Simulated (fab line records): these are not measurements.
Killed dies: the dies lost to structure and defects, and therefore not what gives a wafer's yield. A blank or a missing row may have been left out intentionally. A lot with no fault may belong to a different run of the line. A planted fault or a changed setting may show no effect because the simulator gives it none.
Split-lot study + flow n5-finfet + route with 1938 steps; 7 lots, 39 wafers read

== ABOUT THE SPLIT ==
At N5_SD_EPI_N_EXPOSE_06 (exposes mask SD N BLK, target cd 120 nm), the setting dose-mj was moved away from the recipe's 39.75 on 9 of the 39 wafers read, by -7.4% to +3.6%. The other wafers ran this setting at the recipe's value.

== FROM THE SPLIT TO THE READING: what the file shows between them, 2 steps ==
- N5_SD_EPI_N_PEB_07: peb time 60 s
- N5_SD_EPI_N_DEVELOP_08: develop time 30 s

== THE READING ==
Shown in nm: cd-nm at N5_SD_EPI_N_CD_MEAS_09, with target cd 120 nm. A value of 119.3 nm with a standard deviation of 0.67 nm is what fault-free wafers of this fab line usually give.

| wafer  | tool, chamber at the split | dose-mj as run | against the recipe | cd-nm, nm | against lot-mates on the recipe |
|--------|----------------------------|----------------|--------------------|-----------|---------------------------------|
| L079.1 | arfi-scanner-02, 0         | 39.75          | recipe             | 119.4     | -                               |
| L079.2 | arfi-scanner-02, 0         | 39.75          | recipe             | 118.8     | -                               |
| L079.3 | arfi-scanner-02, 0         | 41.17          | +3.6%              | 121.6     | +2.5                            |
| L079.4 | arfi-scanner-02, 0         | 39.75          | recipe             | 119.0     | -                               |
| L079.5 | arfi-scanner-02, 0         | 41.17          | +3.6%              | 121.4     | +2.3                            |
| L079.6 | arfi-scanner-02, 0         | 41.17          | +3.6%              | 121.0     | +1.9                            |
| L081.1 | arfi-scanner-03, 0         | 39.75          | recipe             | 118.9     | -                               |
| L081.2 | arfi-scanner-03, 0         | 39.75          | recipe             | 119.5     | -                               |
| L081.3 | arfi-scanner-03, 0         | 39.75          | recipe             | 119.2     | -                               |
| L081.4 | arfi-scanner-03, 0         | 39.75          | recipe             | 119.2     | -                               |
| L081.5 | arfi-scanner-03, 0         | 39.75          | recipe             | 119.5     | -                               |
| L081.6 | arfi-scanner-03, 0         | 39.75          | recipe             | 118.9     | -                               |
| L086.1 | arfi-scanner-03, 0         | 39.75          | recipe             | 119.5     | -                               |
| L086.2 | arfi-scanner-03, 0         | 39.75          | recipe             | 119.5     | -                               |
| L086.3 | arfi-scanner-03, 0         | 39.75          | recipe             | 119.1     | -                               |
| L086.4 | arfi-scanner-03, 0         | 39.75          | recipe             | 119.3     | -                               |
| L086.5 | arfi-scanner-03, 0         | 39.75          | recipe             | 119.7     | -                               |
| L086.6 | arfi-scanner-03, 0         | 39.75          | recipe             | 119.5     | -                               |
| L089.2 | arfi-scanner-02, 0         | 39.75          | recipe             | 119.2     | -                               |
| L089.4 | arfi-scanner-02, 0         | 39.75          | recipe             | 119.1     | -                               |
| L089.5 | arfi-scanner-02, 0         | 39.75          | recipe             | 119.0     | -                               |
| L091.1 | arfi-scanner-02, 0         | 36.79          | -7.4%              | 114.8     | -4.9                            |
| L091.2 | arfi-scanner-02, 0         | 36.79          | -7.4%              | 114.6     | -5.1                            |
| L091.3 | arfi-scanner-02, 0         | 36.79          | -7.4%              | 115.0     | -4.7                            |
| L091.4 | arfi-scanner-02, 0         | 39.75          | recipe             | 119.6     | -                               |
| L091.5 | arfi-scanner-02, 0         | 39.75          | recipe             | 119.9     | -                               |
| L091.6 | arfi-scanner-02, 0         | 39.75          | recipe             | 119.5     | -                               |
| L092.1 | arfi-scanner-03, 0         | 40.64          | +2.2%              | 122.0     | +1.8                            |
| L092.2 | arfi-scanner-03, 0         | 40.64          | +2.2%              | 121.3     | +1.1                            |
| L092.3 | arfi-scanner-03, 0         | 39.75          | recipe             | 120.4     | -                               |
| L092.4 | arfi-scanner-03, 0         | 39.75          | recipe             | 120.6     | -                               |
| L092.5 | arfi-scanner-03, 0         | 40.64          | +2.2%              | 121.1     | +0.9                            |
| L092.6 | arfi-scanner-03, 0         | 39.75          | recipe             | 119.7     | -                               |
| L094.1 | arfi-scanner-02, 0         | 39.75          | recipe             | 119.4     | -                               |
| L094.2 | arfi-scanner-02, 0         | 39.75          | recipe             | 119.1     | -                               |
| L094.3 | arfi-scanner-02, 0         | 39.75          | recipe             | 119.3     | -                               |
| L094.4 | arfi-scanner-02, 0         | 39.75          | recipe             | 119.2     | -                               |
| L094.5 | arfi-scanner-02, 0         | 39.75          | recipe             | 118.7     | -                               |
| L094.6 | arfi-scanner-02, 0         | 39.75          | recipe             | 119.3     | -                               |

FIT RESULTS
A straight line over all 39 wafers: cd-nm changes by +0.625 nm for each +1% of dose-mj; r = +0.96; the points scatter about the line by 0.45 nm.
The same after taking each lot's own level away (the mean of its wafers on the recipe; 39 wafers): +0.643 nm for each +1%; r = +0.99; scatter 0.26 nm.
The reading moves by 4.8 nm for the largest change in dose-mj, on that fit.
The span of the lots' own levels, 119.07 to 120.23 nm, comes to 1.7 times the standard deviation stated above.
So the lot-to-lot level changes the slope little: the two slopes agree.
Check: for one of the wafers moved furthest among these (-7.4%), held out of the fit, the line's prediction against its lot-mates is -4.79 nm. It came out at -4.87 nm against them.

== FURTHER SPLITS ON THESE WAFERS ==
Before the reading, these wafers also passed through other splits. Each is held against what the fit with the lots' levels taken away leaves over:
| other split on the same wafers        | wafers away from the commonest value | r with cd-nm (lot level and that fit taken away) |
|---------------------------------------|--------------------------------------|--------------------------------------------------|
| N5_FIN_CUT_CUT_ETCH_15 target-depth-a | 9                                    | -0.13                                            |
| N5_DUMMY_GATE_ETCH_31 target-depth-a  | 9                                    | +0.19                                            |

== THE WHOLE CHAIN: every reading that the file lists as answering this split, in the file's order ==
| step                   | what it does                                           | reading                                                         | change (the file's fit)               | r (the file's) |
|------------------------|--------------------------------------------------------|-----------------------------------------------------------------|---------------------------------------|----------------|
| N5_SD_EPI_N_CD_MEAS_09 | target cd 120 nm                                       | cd-nm                                                           | +0.645 nm for each +1% of the setting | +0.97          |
| N5_SD_EPI_N_DESCUM_14  | chemistry O2, time 7.9 s                               | SD_EPI_N.cd-nm (the simulator's own value, which no gauge read) | +0.665 nm for each +1% of the setting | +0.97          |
| N5_SD_EPI_N_ETCH_34    | etches SiARC in CF4, target depth 45.5 nm, time 75.8 s | SD_EPI_N.cd-nm (the simulator's own value, which no gauge read) | +0.66 nm for each +1% of the setting  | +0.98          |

== THE FILE'S OWN FIT ==
cd-nm changes by +0.645 nm for each +1% of dose-mj, r = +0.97.
